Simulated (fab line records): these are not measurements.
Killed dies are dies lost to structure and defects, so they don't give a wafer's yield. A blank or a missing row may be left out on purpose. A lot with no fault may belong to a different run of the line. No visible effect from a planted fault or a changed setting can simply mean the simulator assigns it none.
Struck lot and sound lot, side by side    flow n5-finfet    37 out of 1938 route steps
Sound: these wafers, L543.1, L543.3, L543.5. Struck: wafers L531.1, L531.2, L531.5. At the end, the cause is stated.
Order at every step that has rows: each side's tool, ch and its chambers, its first start. Under that, the readings that differ: sound wafers    struck wafers    difference of the means    sigmas: that difference in standard deviations of wafers without a fault.
alike: readings whose means differ by less than 2 such deviations, and words and numbers that are the same on both sides. not compared: withheld readings, readings that some wafer has no value for, bounds like >300 that may hide the same value, and numbers for which the record gives no deviation and whose values overlap.
A row with sigmas, a row that says differs or no value, or rows on one side alone: a step with any of these is where the two part. Numbers that have no deviation but don't overlap get no sigmas and don't part them. Lack of a reading on every wafer of one side parts them only where that side has two or more wafers.

first, 9 steps without rows for these wafers: N5_BEOL_M4_ANNEAL_95 (time 240 s); N5_BEOL_M4_SPUTTER_96 (material Cu, target thk 4.5 nm, time 8.29 s); N5_BEOL_M4_ECD_50 (material Cu, target thk 300 nm); N5_BEOL_M4_ANNEAL_51 (time 90 s); N5_BEOL_M4_CMP_52 (polishes, stops on SiOC, t overpolish 6.8 s, target thk 40 nm); N5_BEOL_M4_PRE_CLEAN_60 (time 15 s); N5_BEOL_M4_CO_CAP_55 (material Co, precursor CCTBA/H2, target thk 2 nm, time 102.1 s); N5_BEOL_M4_PRE_CLEAN_56 (time 15 s); N5_BEOL_M4_DEP_57 (deposits SiCN from 3MS/NH3, target thk 8 nm, time 14 s).
N5_BEOL_M4_RC_MEAS_101:
  sound on prober-01 ch 0, day 12 05:49; struck on prober-02 ch 0, day 9 12:08
  alike: DIBL_N, DIBL_P, IOFF_N, IOFF_P, ION_N, ION_P, SS_N, SS_P, VT_N, VT_P
then, 24 steps without rows for these wafers: N5_BEOL_M5_ILD_DEP_00 (deposits SiCOH lowk from DEMS/porogen, target thk 140.64 nm, time 25.9 s); N5_BEOL_M5_CURE_79 (cures SiCOH lowk, time 240 s); N5_BEOL_M5_PECVD_70 (deposits SiO2 from TEOS/O2, target thk 16 nm, time 18 s); N5_BEOL_M5_HM_DEP_02 (deposits TiN, target thk 20 nm); N5_BEOL_M5_COAT_59 (time 60 s, resist thk 60 nm); N5_BEOL_M5_COAT_60 (time 60 s, resist thk 12 nm); N5_BEOL_M5_COAT_71 (time 60 s, resist thk 5 nm); N5_BEOL_M5_COAT_05 (resist thk 30 nm); N5_BEOL_M5_EBR_07; N5_BEOL_M5_SOFTBAKE_06 (time 60 s); N5_BEOL_M5_EXPOSE_08 (exposes mask M5, target cd 28 nm); N5_BEOL_M5_PEB_09 (peb time 60 s); N5_BEOL_M5_DEVELOP_10 (develop time 30 s); N5_BEOL_M5_DESCUM_16 (chemistry O2, time 7 s); N5_BEOL_M5_ETCH_72 (etches underlayer in N2/H2, target depth 6.5 nm, time 5.2 s); N5_BEOL_M5_ETCH_61 (etches SiARC in CF4, target depth 15.6 nm, time 26 s); N5_BEOL_M5_ETCH_62 (etches SOC in N2/H2, target depth 75 nm, overetch 15 nm, time 112.5 s); N5_BEOL_M5_STRIP_63 (strips in N2/H2); N5_BEOL_M5_STRIP_73 (strips in N2/H2); N5_BEOL_M5_STRIP_64 (strips in CF4); N5_BEOL_M5_HM_OPEN_17 (chemistry Cl2/BCl3, target TiN, target depth 20 nm, overetch 6 nm); N5_BEOL_M5_STRIP_19 (strips in O2); N5_BEOL_M5_COAT_65 (time 60 s, resist thk 60 nm); N5_BEOL_M5_COAT_66 (time 60 s, resist thk 12 nm).
-- record jumps: 2 days separate the struck wafers' starts on either side; left off in module BEOL_M5, taken up again in module BEOL_M9, whose first shown step is the route's number 1458 --
N5_BEOL_M9_ALD_74: deposits TaN, target thk 2 nm, pulse time 2 s, purge time 3 s.
  sound on ald-metal-02 ch 0,1, day 14 03:56; struck on ald-metal-04 ch 0,1,2, day 11 14:22
  no value came back on the struck wafers for ald-cycles, chamber-pressure-Torr (Torr), co-reactant-purge-time-s (s), heater-power-w (W); on the sound wafers ald-cycles reads 40 40 40
N5_BEOL_M9_CMP_52: polishes, stops on SiCOH lowk, t overpolish 7 s, target thk 140 nm.
  sound on cmp-02 ch 0,1,2, day 14 05:02; struck on cmp-03 ch 0,3, day 11 15:26
reading                       sound           struck          difference  sigmas
barrier-field-endpoint-s (s)  29.8 29.9 29.1  24.4 25.0 24.5  -5.0        -5
  alike: motor-current-A, slurry-flow-ml-min
  not compared: pad-life-wafers
-- record jumps: 3 days separate the struck wafers' starts on either side; left off in module BEOL_M9, taken up again in module PASSIVATION, whose first shown step is the route's number 1936 --
N5_PASSIVATION_PROBE_49:
  struck on prober-02, day 14 07:38; sound on prober-01, day 16 19:37
reading                   sound           struck             difference  sigmas
defect-limited-yield (%)  90.7 91.2 92.3  0 0 0              -91         -54
killed_at_M4_up           11 16 16        1046 1064 1066     +1044       +99 or more
killed-at-contacts        18 21 20        6 1 11             -14         -2
killed-at-front-end       47 27 38        76 76 59           +33         +2
killed-dies               110 104 91      1180 1180 1180     +1078       +51
killed-on-rim             14 13 12        152 152 152        +139        +31
sort_bin_4_leakage (%)    0 0 0           87.88 88.81 89.66  +88.78      +99 or more
sort-n-pass               1070 1076 1089  0 0 0              -1078       -51
sort-yield-pct (%)        90.7 91.2 92.3  0 0 0              -91         -51
  alike: killed_at_M0_to_M3, killed-at-other, killed-open, killed-short, sort_bin_5_function, sort_bin_6_memory

== WHERE THEY PART ==
Last at N5_PASSIVATION_PROBE_49 as far as this record goes, first at N5_BEOL_M9_ALD_74.

WHY: whatever the simulator had introduced
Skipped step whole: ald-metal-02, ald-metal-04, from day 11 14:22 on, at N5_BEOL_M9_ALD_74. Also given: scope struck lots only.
